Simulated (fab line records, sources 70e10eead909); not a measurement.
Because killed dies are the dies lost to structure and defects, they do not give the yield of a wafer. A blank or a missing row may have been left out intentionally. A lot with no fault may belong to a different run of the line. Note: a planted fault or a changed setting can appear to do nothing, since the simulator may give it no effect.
Chamber matching / flow nandHarc / NHARC_P_M1_DEP_33 on pecvd-02: 3 sister chambers
The step deposits SiCN, target thk 30 nm. 6 wafers are shown with their chamber, then 7 later ones without.

## WAFERS PAIRED WITH THEIR CHAMBERS
wafer=L081.6; chamber=2; heaterPowerW (W)=513
wafer=L085.4; chamber=1; heaterPowerW (W)=395
wafer=L085.5; chamber=2; heaterPowerW (W)=559
wafer=L085.6; chamber=0; heaterPowerW (W)=524
wafer=L087.3; chamber=1; heaterPowerW (W)=430
wafer=L087.4; chamber=0; heaterPowerW (W)=479

## WAFERS WITH NO CHAMBER GIVEN
wafer=L087.5; heaterPowerW (W)=448
wafer=L090.3; heaterPowerW (W)=457
wafer=L090.4; heaterPowerW (W)=455
wafer=L090.5; heaterPowerW (W)=545
wafer=L092.1; heaterPowerW (W)=522
wafer=L092.5; heaterPowerW (W)=522
wafer=L092.6; heaterPowerW (W)=452

## THE CHAMBER EACH PASSED THROUGH
wafer=L087.5; from the rows above=can't be placed: 1 or 0 or 2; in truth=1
wafer=L090.3; from the rows above=can't be placed: 0 or 1 or 2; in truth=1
wafer=L090.4; from the rows above=can't be placed: 1 or 0 or 2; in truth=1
wafer=L090.5; from the rows above=can't be placed: 2 or 0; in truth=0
wafer=L092.1; from the rows above=can't be placed: 2 or 0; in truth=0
wafer=L092.5; from the rows above=can't be placed: 2 or 0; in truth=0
wafer=L092.6; from the rows above=can't be placed: 1 or 0 or 2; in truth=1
0 of 7 placed correctly. Can't be placed from these rows: 7 (the true chamber is among the candidates in 7). Number placed wrongly: 0.
How it was worked out, from the rows above alone: a wafer's distance from a chamber is the root of the sum, over the readings, of the square of ((its reading less the chamber's mean) divided by the reading's scatter). If the next closest chamber is less than 2 further off than the closest, the wafer can't be placed; otherwise it belongs to the closest. For every chamber, the mean is computed from those of its wafers that are shown. How the scatter is found: for the shown wafers, subtract from each reading the mean of its chamber, square and add these, divide the total by (wafers less chambers), then take the root.
